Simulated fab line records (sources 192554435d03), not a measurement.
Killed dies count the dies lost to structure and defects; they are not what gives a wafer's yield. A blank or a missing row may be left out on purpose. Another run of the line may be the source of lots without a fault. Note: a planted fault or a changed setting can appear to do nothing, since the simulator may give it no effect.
fab line records + flow n5-finfet
[record]
- lots = 24
- wafers = 72
- last-day = 18
route steps=1938 shown BEOL_M4@1078 BEOL_M5@1127
lots untouched by any fault: they come from a run of this same line in which no faults occurred
start-h: hours from the record's first day to the start of the lot's first wafer shown + wait-h: hours since the lot's step before + " identical to the entry in the row above + L1.1+2: a row that stands for several wafers + - value missing, or start not given + * or withheld: withheld + < > ~ a bound
route shown NAME@n: NAME is a module with steps in the file, n the number in the route of the first one + usual: mean/standard deviation taken from wafers without a fault + same: alike in all rows + chamber/n: place in a boat + sites: each site's reading + _std_site: their standard deviation + _edge_site: the outer-site mean with the inner-site mean subtracted + radius-mm: how far each site lies from the wafer's centre + mask NAME#n: copy n + behind: the tool/chamber that last shaped the wafer + hold: reason for holding the lot/hours on hold/outcome of the hold + device: the transistor (n, p or np) that didn't switch + end of line: tests run on the same wafers once the route is complete + a step given without rows: its recipe and nothing more + killed: at the first sort, the dies lost to defects and structure; wafer yield is something else + map: dies across one wafer; x = killed, . = not, _ = none there
set.NAME: the setting that was run; set.NAME@STEP: the one run at that earlier step + model.NAME: the simulator's own value behind a step, which no gauge read
route steps across a sampled set of lots; one table per step, one row per wafer
services: from which hour (start-h, from the record's first day; less than 0 if before it) a tool's chamber was out of use, for how many hours, and why
[[steps]]
[step N5_BEOL_M4_CD_MEAS_35]
[recipe]
- target-cd-nm = 18
- target-cd-y-nm = 22.4
- polarity = opening
[usual]
- cd-nm = 18.00/0.29
| lot.wafer | tool      | chamber | start-h | wait-h | cd-nm |
|-----------|-----------|---------|---------|--------|-------|
| L074.2    | cd-sem-01 | -       | 179.95  | 0.0    | 18.04 |
| L074.3    | "         | -       | "       | "      | 17.57 |
| L074.6    | "         | -       | "       | "      | 17.49 |
| L076.2    | cd-sem-01 | -       | 187.78  | 0.0    | 17.72 |
| L076.4    | "         | -       | "       | "      | 17.36 |
| L076.6    | "         | -       | "       | "      | 17.61 |
| L075.3    | cd-sem-03 | -       | 187.82  | 0.0    | 18.40 |
| L075.4    | "         | -       | "       | "      | 18.57 |
| L075.6    | "         | -       | "       | "      | 18.02 |
| L077.2    | cd-sem-02 | -       | 194.68  | 0.0    | 17.45 |
| L077.4    | "         | -       | "       | "      | 17.91 |
| L077.6    | "         | -       | "       | "      | 18.21 |
| L078.3    | cd-sem-02 | -       | 195.01  | 0.0    | 17.47 |
| L078.4    | "         | -       | "       | "      | 17.72 |
| L078.5    | "         | -       | "       | "      | 17.71 |
| L079.1    | cd-sem-01 | -       | 203.29  | 0.0    | 18.34 |
| L079.3    | "         | -       | "       | "      | 18.24 |
| L079.5    | "         | -       | "       | "      | 18.42 |
| L080.3    | cd-sem-01 | -       | 211.56  | 0.0    | 17.55 |
| L080.4    | "         | -       | "       | "      | 17.95 |
| L080.5    | "         | -       | "       | "      | 18.19 |
| L081.2    | cd-sem-03 | -       | 221.46  | 0.0    | 18.08 |
| L081.5    | "         | -       | "       | "      | 17.95 |
| L081.6    | "         | -       | "       | "      | 18.08 |
| L083.1    | cd-sem-02 | -       | 226.77  | 0.0    | 17.70 |
| L083.3    | "         | -       | "       | "      | 18.36 |
| L083.6    | "         | -       | "       | "      | 17.53 |
| L082.2    | cd-sem-01 | -       | 229.07  | 0.0    | 17.91 |
| L082.3    | "         | -       | "       | "      | 18.56 |
| L082.6    | "         | -       | "       | "      | 18.06 |
| L084.4    | cd-sem-01 | -       | 231.93  | 0.0    | 18.26 |
| L084.5    | "         | -       | "       | "      | 17.56 |
| L084.6    | "         | -       | "       | "      | 17.75 |
| L086.3    | cd-sem-02 | -       | 237.02  | 0.0    | 17.82 |
| L086.4    | "         | -       | "       | "      | 18.10 |
| L086.5    | "         | -       | "       | "      | 17.20 |
| L087.3    | cd-sem-01 | -       | 255.03  | 0.0    | 17.60 |
| L087.5    | "         | -       | "       | "      | 17.82 |
| L087.6    | "         | -       | "       | "      | 17.65 |
| L085.4    | cd-sem-02 | -       | 259.39  | 0.0    | 18.54 |
| L085.5    | "         | -       | "       | "      | 17.99 |
| L085.6    | "         | -       | "       | "      | 18.37 |
| L088.2    | cd-sem-03 | -       | 262.65  | 0.0    | 17.92 |
| L088.3    | "         | -       | "       | "      | 18.00 |
| L088.6    | "         | -       | "       | "      | 18.27 |
| L089.1    | cd-sem-01 | -       | 265.41  | 0.0    | 18.05 |
| L089.4    | "         | -       | "       | "      | 18.26 |
| L089.6    | "         | -       | "       | "      | 17.98 |
| L090.1    | cd-sem-03 | -       | 265.42  | 0.0    | 18.17 |
| L090.3    | "         | -       | "       | "      | 18.39 |
| L090.4    | "         | -       | "       | "      | 18.12 |
| L091.2    | cd-sem-03 | -       | 267.00  | 0.0    | 18.29 |
| L091.3    | "         | -       | "       | "      | 17.71 |
| L091.6    | "         | -       | "       | "      | 18.07 |
| L092.3    | cd-sem-03 | -       | 287.91  | 0.0    | 17.85 |
| L092.5    | "         | -       | "       | "      | 18.03 |
| L092.6    | "         | -       | "       | "      | 18.22 |
| L094.1    | cd-sem-02 | -       | 294.62  | 0.0    | 18.08 |
| L094.2    | "         | -       | "       | "      | 18.23 |
| L094.4    | "         | -       | "       | "      | 17.91 |
| L093.1    | cd-sem-01 | -       | 298.21  | 0.0    | 18.09 |
| L093.3    | "         | -       | "       | "      | 18.31 |
| L093.5    | "         | -       | "       | "      | 17.75 |
| L095.2    | cd-sem-01 | -       | 303.70  | 0.0    | 18.12 |
| L095.4    | "         | -       | "       | "      | 18.22 |
| L095.6    | "         | -       | "       | "      | 17.95 |
| L097.4    | cd-sem-03 | -       | 303.74  | 0.0    | 17.78 |
| L097.5    | "         | -       | "       | "      | 17.60 |
| L097.6    | "         | -       | "       | "      | 18.17 |
| L096.2    | cd-sem-03 | -       | 312.04  | 0.0    | 17.61 |
| L096.3    | "         | -       | "       | "      | 17.81 |
| L096.5    | "         | -       | "       | "      | 17.91 |
[step N5_BEOL_M4_ANNEAL_49]
[recipe]
- temp-c = 400
- time-s = 240
- ambient = vacuum
[usual]
- heater-power-w = 834/77
[same]
- time-s = 240
| lot.wafer | tool           | chamber | start-h | wait-h | heater-power-w |
|-----------|----------------|---------|---------|--------|----------------|
| L074.2    | pvd-sputter-01 | -       | 181.19  | 0.0    | 705            |
| L074.3    | "              | -       | "       | "      | 707            |
| L074.6    | "              | -       | "       | "      | 868            |
| L076.2    | pvd-sputter-02 | -       | 188.90  | 0.0    | 947            |
| L076.4    | "              | -       | "       | "      | 797            |
| L076.6    | "              | -       | "       | "      | 793            |
| L075.3    | pvd-sputter-03 | -       | 189.28  | 0.0    | 809            |
| L075.4    | "              | -       | "       | "      | 918            |
| L075.6    | "              | -       | "       | "      | 825            |
| L077.2    | pvd-sputter-01 | -       | 195.53  | 0.0    | 712            |
| L077.4    | "              | -       | "       | "      | 899            |
| L077.6    | "              | -       | "       | "      | 789            |
| L078.3    | pvd-sputter-03 | -       | 195.80  | 0.0    | 813            |
| L078.4    | "              | -       | "       | "      | 788            |
| L078.5    | "              | -       | "       | "      | 771            |
| L079.1    | pvd-sputter-01 | -       | 204.71  | 0.0    | 737            |
| L079.3    | "              | -       | "       | "      | 784            |
| L079.5    | "              | -       | "       | "      | 883            |
| L080.3    | pvd-sputter-01 | -       | 212.61  | 0.0    | 782            |
| L080.4    | "              | -       | "       | "      | 685            |
| L080.5    | "              | -       | "       | "      | 912            |
| L081.2    | pvd-sputter-03 | -       | 222.51  | 0.0    | 911            |
| L081.5    | "              | -       | "       | "      | 891            |
| L081.6    | "              | -       | "       | "      | 886            |
| L083.1    | pvd-sputter-02 | -       | 227.96  | 0.0    | 804            |
| L083.3    | "              | -       | "       | "      | 944            |
| L083.6    | "              | -       | "       | "      | 779            |
| L082.2    | pvd-sputter-02 | -       | 230.72  | 0.0    | 793            |
| L082.3    | "              | -       | "       | "      | 915            |
| L082.6    | "              | -       | "       | "      | 930            |
| L084.4    | pvd-sputter-03 | -       | 233.36  | 0.0    | 750            |
| L084.5    | "              | -       | "       | "      | 891            |
| L084.6    | "              | -       | "       | "      | 784            |
| L086.3    | pvd-sputter-01 | -       | 238.27  | 0.0    | 875            |
| L086.4    | "              | -       | "       | "      | 715            |
| L086.5    | "              | -       | "       | "      | 816            |
| L087.3    | pvd-sputter-03 | -       | 256.33  | 0.0    | 774            |
| L087.5    | "              | -       | "       | "      | 847            |
| L087.6    | "              | -       | "       | "      | 893            |
| L085.4    | pvd-sputter-03 | -       | 260.35  | 0.0    | 914            |
| L085.5    | "              | -       | "       | "      | 791            |
| L085.6    | "              | -       | "       | "      | 791            |
| L088.2    | pvd-sputter-02 | -       | 263.44  | 0.0    | 962            |
| L088.3    | "              | -       | "       | "      | 797            |
| L088.6    | "              | -       | "       | "      | 813            |
| L089.1    | pvd-sputter-01 | -       | 266.67  | 0.0    | 818            |
| L089.4    | "              | -       | "       | "      | 721            |
| L089.6    | "              | -       | "       | "      | 805            |
| L090.1    | pvd-sputter-02 | -       | 266.72  | 0.0    | 932            |
| L090.3    | "              | -       | "       | "      | 782            |
| L090.4    | "              | -       | "       | "      | 932            |
| L091.2    | pvd-sputter-01 | -       | 269.33  | 0.0    | 906            |
| L091.3    | "              | -       | "       | "      | 690            |
| L091.6    | "              | -       | "       | "      | 893            |
| L092.3    | pvd-sputter-02 | -       | 288.77  | 0.0    | 776            |
| L092.5    | "              | -       | "       | "      | 753            |
| L092.6    | "              | -       | "       | "      | 798            |
| L094.1    | pvd-sputter-03 | -       | 296.55  | 0.0    | 829            |
| L094.2    | "              | -       | "       | "      | 779            |
| L094.4    | "              | -       | "       | "      | 834            |
| L093.1    | pvd-sputter-03 | -       | 299.43  | 0.0    | 801            |
| L093.3    | "              | -       | "       | "      | 783            |
| L093.5    | "              | -       | "       | "      | 811            |
| L095.2    | pvd-sputter-02 | -       | 305.39  | 0.0    | 789            |
| L095.4    | "              | -       | "       | "      | 963            |
| L095.6    | "              | -       | "       | "      | 906            |
| L097.4    | pvd-sputter-03 | -       | 306.37  | 0.0    | 774            |
| L097.5    | "              | -       | "       | "      | 863            |
| L097.6    | "              | -       | "       | "      | 929            |
| L096.2    | pvd-sputter-01 | -       | 313.46  | 0.0    | 708            |
| L096.3    | "              | -       | "       | "      | 804            |
| L096.5    | "              | -       | "       | "      | 883            |
[step N5_BEOL_M4_SPUTTER_94]
[recipe]
- material = Cu
- target-thk-a = 45
- temp-c = -20
- chamber-pressure-pa = 0.07
- power-w = withheld
- time-s = 8.29
[usual]
- throttle-valve-pct = 30.3/1.1
[same]
- time-s = 8.29
| lot.wafer | tool           | chamber | start-h | wait-h | throttle-valve-pct |
|-----------|----------------|---------|---------|--------|--------------------|
| L074.2    | pvd-sputter-01 | -       | 182.65  | 0.1    | 29.5               |
| L074.3    | "              | -       | "       | "      | 31.9               |
| L074.6    | "              | -       | "       | "      | 29.3               |
| L076.2    | pvd-sputter-02 | -       | 190.36  | 0.1    | 32.0               |
| L076.4    | "              | -       | "       | "      | 30.3               |
| L076.6    | "              | -       | "       | "      | 30.1               |
| L075.3    | pvd-sputter-03 | -       | 190.74  | 0.1    | 29.4               |
| L075.4    | "              | -       | "       | "      | 30.7               |
| L075.6    | "              | -       | "       | "      | 29.6               |
| L077.2    | pvd-sputter-01 | -       | 196.99  | 0.1    | 29.5               |
| L077.4    | "              | -       | "       | "      | 29.2               |
| L077.6    | "              | -       | "       | "      | 30.0               |
| L078.3    | pvd-sputter-03 | -       | 197.26  | 0.1    | 29.5               |
| L078.4    | "              | -       | "       | "      | 28.1               |
| L078.5    | "              | -       | "       | "      | 28.2               |
| L079.1    | pvd-sputter-01 | -       | 206.17  | 0.1    | 29.7               |
| L079.3    | "              | -       | "       | "      | 30.1               |
| L079.5    | "              | -       | "       | "      | 29.3               |
| L080.3    | pvd-sputter-01 | -       | 214.07  | 0.1    | 29.8               |
| L080.4    | "              | -       | "       | "      | 31.7               |
| L080.5    | "              | -       | "       | "      | 29.1               |
| L081.2    | pvd-sputter-03 | -       | 223.97  | 0.1    | 30.5               |
| L081.5    | "              | -       | "       | "      | 30.6               |
| L081.6    | "              | -       | "       | "      | 31.8               |
| L083.1    | pvd-sputter-02 | -       | 229.42  | 0.1    | 30.2               |
| L083.3    | "              | -       | "       | "      | 30.0               |
| L083.6    | "              | -       | "       | "      | 30.2               |
| L082.2    | pvd-sputter-02 | -       | 232.18  | 0.1    | 30.4               |
| L082.3    | "              | -       | "       | "      | 30.3               |
| L082.6    | "              | -       | "       | "      | 30.3               |
| L084.4    | pvd-sputter-03 | -       | 234.82  | 0.1    | 28.3               |
| L084.5    | "              | -       | "       | "      | 30.7               |
| L084.6    | "              | -       | "       | "      | 28.4               |
| L086.3    | pvd-sputter-01 | -       | 239.85  | 0.1    | 29.1               |
| L086.4    | "              | -       | "       | "      | 29.6               |
| L086.5    | "              | -       | "       | "      | 29.9               |
| L087.3    | pvd-sputter-03 | -       | 257.79  | 0.1    | 28.3               |
| L087.5    | "              | -       | "       | "      | 31.1               |
| L087.6    | "              | -       | "       | "      | 30.8               |
| L085.4    | pvd-sputter-03 | -       | 261.81  | 0.1    | 30.4               |
| L085.5    | "              | -       | "       | "      | 28.5               |
| L085.6    | "              | -       | "       | "      | 29.5               |
| L088.2    | pvd-sputter-02 | -       | 264.90  | 0.1    | 31.8               |
| L088.3    | "              | -       | "       | "      | 30.2               |
| L088.6    | "              | -       | "       | "      | 30.2               |
| L089.1    | pvd-sputter-01 | -       | 268.13  | 0.1    | 30.0               |
| L089.4    | "              | -       | "       | "      | 29.5               |
| L089.6    | "              | -       | "       | "      | 30.1               |
| L090.1    | pvd-sputter-02 | -       | 268.18  | 0.1    | 32.3               |
| L090.3    | "              | -       | "       | "      | 31.6               |
| L090.4    | "              | -       | "       | "      | 30.1               |
| L091.2    | pvd-sputter-01 | -       | 273.24  | 0.1    | 29.4               |
| L091.3    | "              | -       | "       | "      | 29.4               |
| L091.6    | "              | -       | "       | "      | 29.4               |
| L092.3    | pvd-sputter-02 | -       | 290.23  | 0.1    | 31.7               |
| L092.5    | "              | -       | "       | "      | 31.5               |
| L092.6    | "              | -       | "       | "      | 30.2               |
| L094.1    | pvd-sputter-03 | -       | 298.01  | 0.1    | 29.7               |
| L094.2    | "              | -       | "       | "      | 28.3               |
| L094.4    | "              | -       | "       | "      | 31.1               |
| L093.1    | pvd-sputter-03 | -       | 300.89  | 0.1    | 29.4               |
| L093.3    | "              | -       | "       | "      | 28.2               |
| L093.5    | "              | -       | "       | "      | 29.5               |
| L095.2    | pvd-sputter-02 | -       | 306.85  | 0.1    | 29.9               |
| L095.4    | "              | -       | "       | "      | 32.1               |
| L095.6    | "              | -       | "       | "      | 30.3               |
| L097.4    | pvd-sputter-03 | -       | 307.83  | 0.1    | 28.2               |
| L097.5    | "              | -       | "       | "      | 31.7               |
| L097.6    | "              | -       | "       | "      | 30.4               |
| L096.2    | pvd-sputter-01 | -       | 314.92  | 0.1    | 29.4               |
| L096.3    | "              | -       | "       | "      | 29.9               |
| L096.5    | "              | -       | "       | "      | 29.4               |
[step N5_BEOL_M5_OVL_MEAS_12]
[recipe]
- points-per-wafer = 522
[usual]
- M5_OVL = 0.1/0.75
| lot.wafer | tool       | chamber | start-h | wait-h | M5_OVL[nm] |
|-----------|------------|---------|---------|--------|------------|
| L074.2    | overlay-01 | 0       | 186.31  | 0.0    | -2.0       |
| L074.3    | "          | 0       | "       | "      | 0.1        |
| L074.6    | "          | 0       | "       | "      | 0.1        |
| L076.2    | overlay-02 | 0       | 193.99  | 0.0    | 0.3        |
| L076.4    | "          | 0       | "       | "      | 0.3        |
| L076.6    | "          | 0       | "       | "      | 0.2        |
| L075.3    | overlay-01 | 0       | 194.74  | 0.0    | -0.2       |
| L075.4    | "          | 0       | "       | "      | -0.3       |
| L075.6    | "          | 0       | "       | "      | 0.2        |
| L077.2    | overlay-02 | 0       | 201.56  | 0.0    | -0.7       |
| L077.4    | "          | 0       | "       | "      | 0.1        |
| L077.6    | "          | 0       | "       | "      | -0.9       |
| L078.3    | overlay-02 | 0       | 202.09  | 0.0    | -0.5       |
| L078.4    | "          | 0       | "       | "      | -0.3       |
| L078.5    | "          | 0       | "       | "      | -0.1       |
| L079.1    | overlay-01 | 0       | 211.88  | 0.0    | -0.2       |
| L079.3    | "          | 0       | "       | "      | 0.4        |
| L079.5    | "          | 0       | "       | "      | 0.2        |
| L080.3    | overlay-02 | 0       | 219.57  | 0.0    | 0.5        |
| L080.4    | "          | 0       | "       | "      | 1.4        |
| L080.5    | "          | 0       | "       | "      | 1.0        |
| L081.2    | overlay-01 | 0       | 229.45  | 0.0    | 0.8        |
| L081.5    | "          | 0       | "       | "      | -0.2       |
| L081.6    | "          | 0       | "       | "      | 1.1        |
| L083.1    | overlay-01 | 0       | 233.35  | 0.0    | 0.6        |
| L083.3    | "          | 0       | "       | "      | 0.5        |
| L083.6    | "          | 0       | "       | "      | 0.2        |
| L082.2    | overlay-02 | 0       | 236.21  | 0.0    | 1.0        |
| L082.3    | "          | 0       | "       | "      | 0.4        |
| L082.6    | "          | 0       | "       | "      | 0.2        |
| L084.4    | overlay-01 | 0       | 241.35  | 0.0    | 1.1        |
| L084.5    | "          | 0       | "       | "      | 0.2        |
| L084.6    | "          | 0       | "       | "      | 1.2        |
| L086.3    | overlay-01 | 0       | 245.29  | 0.0    | 0.1        |
| L086.4    | "          | 0       | "       | "      | 0.1        |
| L086.5    | "          | 0       | "       | "      | -0.3       |
| L087.3    | overlay-02 | 0       | 262.56  | 0.0    | -0.9       |
| L087.5    | "          | 0       | "       | "      | 0.2        |
| L087.6    | "          | 0       | "       | "      | 0.1        |
| L085.4    | overlay-02 | 0       | 266.15  | 0.0    | 1.8        |
| L085.5    | "          | 0       | "       | "      | 1.5        |
| L085.6    | "          | 0       | "       | "      | 0.6        |
| L088.2    | overlay-02 | 0       | 269.35  | 0.0    | 1.0        |
| L088.3    | "          | 0       | "       | "      | -0.4       |
| L088.6    | "          | 0       | "       | "      | 1.1        |
| L089.1    | overlay-01 | 0       | 274.42  | 0.0    | 1.3        |
| L089.4    | "          | 0       | "       | "      | -0.4       |
| L089.6    | "          | 0       | "       | "      | -0.2       |
| L090.1    | overlay-01 | 0       | 274.64  | 0.0    | -0.6       |
| L090.3    | "          | 0       | "       | "      | -0.7       |
| L090.4    | "          | 0       | "       | "      | -1.3       |
| L091.2    | overlay-02 | 0       | 277.36  | 0.0    | 0.0        |
| L091.3    | "          | 0       | "       | "      | -1.4       |
| L091.6    | "          | 0       | "       | "      | 0.0        |
| L092.3    | overlay-01 | 0       | 294.29  | 0.0    | -0.9       |
| L092.5    | "          | 0       | "       | "      | -0.9       |
| L092.6    | "          | 0       | "       | "      | -0.3       |
| L094.1    | overlay-02 | 0       | 302.03  | 0.0    | -0.3       |
| L094.2    | "          | 0       | "       | "      | 1.1        |
| L094.4    | "          | 0       | "       | "      | 1.0        |
| L093.1    | overlay-02 | 0       | 304.76  | 0.0    | 0.1        |
| L093.3    | "          | 0       | "       | "      | 0.5        |
| L093.5    | "          | 0       | "       | "      | -0.2       |
| L095.2    | overlay-01 | 0       | 312.31  | 0.0    | -0.6       |
| L095.4    | "          | 0       | "       | "      | -0.2       |
| L095.6    | "          | 0       | "       | "      | -0.5       |
| L097.4    | overlay-02 | 0       | 313.10  | 0.0    | -1.8       |
| L097.5    | "          | 0       | "       | "      | -0.6       |
| L097.6    | "          | 0       | "       | "      | -0.4       |
| L096.2    | overlay-02 | 0       | 322.91  | 0.0    | 0.3        |
| L096.3    | "          | 0       | "       | "      | 1.2        |
| L096.5    | "          | 0       | "       | "      | 0.8        |
[step N5_BEOL_M5_INSPECT_13]
[recipe]
- mode = adi
- inspect-instrument = brightfield
[usual]
- raw-defect-count = 410/97
| lot.wafer | tool              | chamber | start-h | wait-h | raw-defect-count |
|-----------|-------------------|---------|---------|--------|------------------|
| L074.2    | defect-inspect-01 | -       | 186.36  | 0.0    | 414              |
| L074.3    | "                 | -       | "       | "      | 443              |
| L074.6    | "                 | -       | "       | "      | 363              |
| L076.2    | defect-inspect-01 | -       | 194.05  | 0.1    | 523              |
| L076.4    | "                 | -       | "       | "      | 430              |
| L076.6    | "                 | -       | "       | "      | 366              |
| L075.3    | defect-inspect-02 | -       | 194.78  | 0.0    | 524              |
| L075.4    | "                 | -       | "       | "      | 355              |
| L075.6    | "                 | -       | "       | "      | 454              |
| L077.2    | defect-inspect-02 | -       | 201.62  | 0.0    | 370              |
| L077.4    | "                 | -       | "       | "      | 428              |
| L077.6    | "                 | -       | "       | "      | 587              |
| L078.3    | defect-inspect-01 | -       | 202.14  | 0.0    | 260              |
| L078.4    | "                 | -       | "       | "      | 272              |
| L078.5    | "                 | -       | "       | "      | 311              |
| L079.1    | defect-inspect-02 | -       | 211.94  | 0.1    | 307              |
| L079.3    | "                 | -       | "       | "      | 308              |
| L079.5    | "                 | -       | "       | "      | 516              |
| L080.3    | defect-inspect-02 | -       | 219.62  | 0.0    | 303              |
| L080.4    | "                 | -       | "       | "      | 353              |
| L080.5    | "                 | -       | "       | "      | 386              |
| L081.2    | defect-inspect-02 | -       | 229.50  | 0.0    | 319              |
| L081.5    | "                 | -       | "       | "      | 495              |
| L081.6    | "                 | -       | "       | "      | 318              |
| L083.1    | defect-inspect-02 | -       | 233.42  | 0.1    | 424              |
| L083.3    | "                 | -       | "       | "      | 409              |
| L083.6    | "                 | -       | "       | "      | 449              |
| L082.2    | defect-inspect-02 | -       | 236.27  | 0.0    | 429              |
| L082.3    | "                 | -       | "       | "      | 418              |
| L082.6    | "                 | -       | "       | "      | 477              |
| L084.4    | defect-inspect-02 | -       | 241.40  | 0.0    | 266              |
| L084.5    | "                 | -       | "       | "      | 370              |
| L084.6    | "                 | -       | "       | "      | 310              |
| L086.3    | defect-inspect-01 | -       | 245.34  | 0.0    | 434              |
| L086.4    | "                 | -       | "       | "      | 650              |
| L086.5    | "                 | -       | "       | "      | 485              |
| L087.3    | defect-inspect-02 | -       | 262.60  | 0.0    | 358              |
| L087.5    | "                 | -       | "       | "      | 377              |
| L087.6    | "                 | -       | "       | "      | 338              |
| L085.4    | defect-inspect-02 | -       | 266.19  | 0.0    | 304              |
| L085.5    | "                 | -       | "       | "      | 369              |
| L085.6    | "                 | -       | "       | "      | 343              |
| L088.2    | defect-inspect-02 | -       | 269.41  | 0.0    | 310              |
| L088.3    | "                 | -       | "       | "      | 470              |
| L088.6    | "                 | -       | "       | "      | 285              |
| L089.1    | defect-inspect-02 | -       | 274.48  | 0.1    | 379              |
| L089.4    | "                 | -       | "       | "      | 498              |
| L089.6    | "                 | -       | "       | "      | 369              |
| L090.1    | defect-inspect-01 | -       | 274.69  | 0.1    | 351              |
| L090.3    | "                 | -       | "       | "      | 375              |
| L090.4    | "                 | -       | "       | "      | 557              |
| L091.2    | defect-inspect-02 | -       | 277.41  | 0.0    | 328              |
| L091.3    | "                 | -       | "       | "      | 394              |
| L091.6    | "                 | -       | "       | "      | 278              |
| L092.3    | defect-inspect-02 | -       | 294.34  | 0.0    | 324              |
| L092.5    | "                 | -       | "       | "      | 361              |
| L092.6    | "                 | -       | "       | "      | 409              |
| L094.1    | defect-inspect-01 | -       | 302.09  | 0.1    | 316              |
| L094.2    | "                 | -       | "       | "      | 390              |
| L094.4    | "                 | -       | "       | "      | 507              |
| L093.1    | defect-inspect-01 | -       | 304.82  | 0.1    | 450              |
| L093.3    | "                 | -       | "       | "      | 419              |
| L093.5    | "                 | -       | "       | "      | 494              |
| L095.2    | defect-inspect-01 | -       | 312.36  | 0.0    | 510              |
| L095.4    | "                 | -       | "       | "      | 462              |
| L095.6    | "                 | -       | "       | "      | 421              |
| L097.4    | defect-inspect-02 | -       | 313.14  | 0.0    | 351              |
| L097.5    | "                 | -       | "       | "      | 296              |
| L097.6    | "                 | -       | "       | "      | 354              |
| L096.2    | defect-inspect-01 | -       | 322.96  | 0.0    | 533              |
| L096.3    | "                 | -       | "       | "      | 458              |
| L096.5    | "                 | -       | "       | "      | 686              |
[step N5_BEOL_M5_OVL_MEAS_29]
[recipe]
- points-per-wafer = 522
[usual]
- V4_OVL = 0.0/0.62
| lot.wafer | tool       | chamber | start-h | wait-h | V4_OVL[nm] |
|-----------|------------|---------|---------|--------|------------|
| L074.2    | overlay-02 | 0       | 187.30  | 0.0    | 0.8        |
| L074.3    | "          | 0       | "       | "      | 0.1        |
| L074.6    | "          | 0       | "       | "      | -0.4       |
| L076.2    | overlay-02 | 0       | 194.95  | 0.0    | 0.9        |
| L076.4    | "          | 0       | "       | "      | 1.8        |
| L076.6    | "          | 0       | "       | "      | 0.5        |
| L075.3    | overlay-01 | 0       | 197.08  | 0.0    | 0.1        |
| L075.4    | "          | 0       | "       | "      | 0.0        |
| L075.6    | "          | 0       | "       | "      | -0.4       |
| L077.2    | overlay-02 | 0       | 202.43  | 0.0    | 0.2        |
| L077.4    | "          | 0       | "       | "      | -0.7       |
| L077.6    | "          | 0       | "       | "      | -0.2       |
| L078.3    | overlay-01 | 0       | 203.09  | 0.0    | 0.4        |
| L078.4    | "          | 0       | "       | "      | 0.8        |
| L078.5    | "          | 0       | "       | "      | 0.5        |
| L079.1    | overlay-02 | 0       | 214.14  | 0.0    | 0.9        |
| L079.3    | "          | 0       | "       | "      | 0.2        |
| L079.5    | "          | 0       | "       | "      | 0.9        |
| L080.3    | overlay-02 | 0       | 220.56  | 0.0    | -0.1       |
| L080.4    | "          | 0       | "       | "      | -0.8       |
| L080.5    | "          | 0       | "       | "      | 0.0        |
| L081.2    | overlay-01 | 0       | 230.51  | 0.0    | 0.5        |
| L081.5    | "          | 0       | "       | "      | -0.1       |
| L081.6    | "          | 0       | "       | "      | 1.1        |
| L083.1    | overlay-02 | 0       | 234.72  | 0.0    | 0.0        |
| L083.3    | "          | 0       | "       | "      | -0.1       |
| L083.6    | "          | 0       | "       | "      | -0.3       |
| L082.2    | overlay-02 | 0       | 240.35  | 0.0    | -0.5       |
| L082.3    | "          | 0       | "       | "      | -1.2       |
| L082.6    | "          | 0       | "       | "      | -0.8       |
| L084.4    | overlay-02 | 0       | 243.92  | 0.0    | -0.9       |
| L084.5    | "          | 0       | "       | "      | 0.1        |
| L084.6    | "          | 0       | "       | "      | 0.0        |
| L086.3    | overlay-01 | 0       | 247.02  | 0.0    | 0.5        |
| L086.4    | "          | 0       | "       | "      | -0.5       |
| L086.5    | "          | 0       | "       | "      | 0.3        |
| L087.3    | overlay-01 | 0       | 264.91  | 0.0    | -0.2       |
| L087.5    | "          | 0       | "       | "      | 0.9        |
| L087.6    | "          | 0       | "       | "      | 0.2        |
| L085.4    | overlay-02 | 0       | 268.30  | 0.0    | 0.4        |
| L085.5    | "          | 0       | "       | "      | 0.4        |
| L085.6    | "          | 0       | "       | "      | -0.2       |
| L088.2    | overlay-02 | 0       | 273.39  | 0.0    | -1.6       |
| L088.3    | "          | 0       | "       | "      | -0.6       |
| L088.6    | "          | 0       | "       | "      | -0.4       |
| L089.1    | overlay-01 | 0       | 275.54  | 0.0    | 1.0        |
| L089.4    | "          | 0       | "       | "      | 1.0        |
| L089.6    | "          | 0       | "       | "      | 1.0        |
| L090.1    | overlay-02 | 0       | 276.01  | 0.0    | -1.4       |
| L090.3    | "          | 0       | "       | "      | -0.6       |
| L090.4    | "          | 0       | "       | "      | -0.2       |
| L091.2    | overlay-01 | 0       | 281.62  | 0.0    | 0.9        |
| L091.3    | "          | 0       | "       | "      | 1.4        |
| L091.6    | "          | 0       | "       | "      | 1.2        |
| L092.3    | overlay-02 | 0       | 295.77  | 0.0    | 0.2        |
| L092.5    | "          | 0       | "       | "      | 0.3        |
| L092.6    | "          | 0       | "       | "      | 0.2        |
| L094.1    | overlay-01 | 0       | 306.05  | 0.0    | -0.2       |
| L094.2    | "          | 0       | "       | "      | 0.5        |
| L094.4    | "          | 0       | "       | "      | -0.8       |
| L093.1    | overlay-02 | 0       | 306.23  | 0.0    | -0.3       |
| L093.3    | "          | 0       | "       | "      | -0.8       |
| L093.5    | "          | 0       | "       | "      | -0.7       |
| L097.4    | overlay-02 | 0       | 315.47  | 0.0    | 0.2        |
| L097.5    | "          | 0       | "       | "      | -0.3       |
| L097.6    | "          | 0       | "       | "      | 0.2        |
| L095.2    | overlay-02 | 0       | 315.64  | 0.0    | 0.1        |
| L095.4    | "          | 0       | "       | "      | -0.8       |
| L095.6    | "          | 0       | "       | "      | -0.4       |
| L096.2    | overlay-01 | 0       | 326.05  | 0.0    | -0.5       |
| L096.3    | "          | 0       | "       | "      | 0.1        |
| L096.5    | "          | 0       | "       | "      | 0.2        |
[[services]]
| tool           | chamber | start-h | hours | kind   |
|----------------|---------|---------|-------|--------|
| pvd-sputter-02 | -       | 159.31  | 7.1   | repair |
[[key]]
fault none
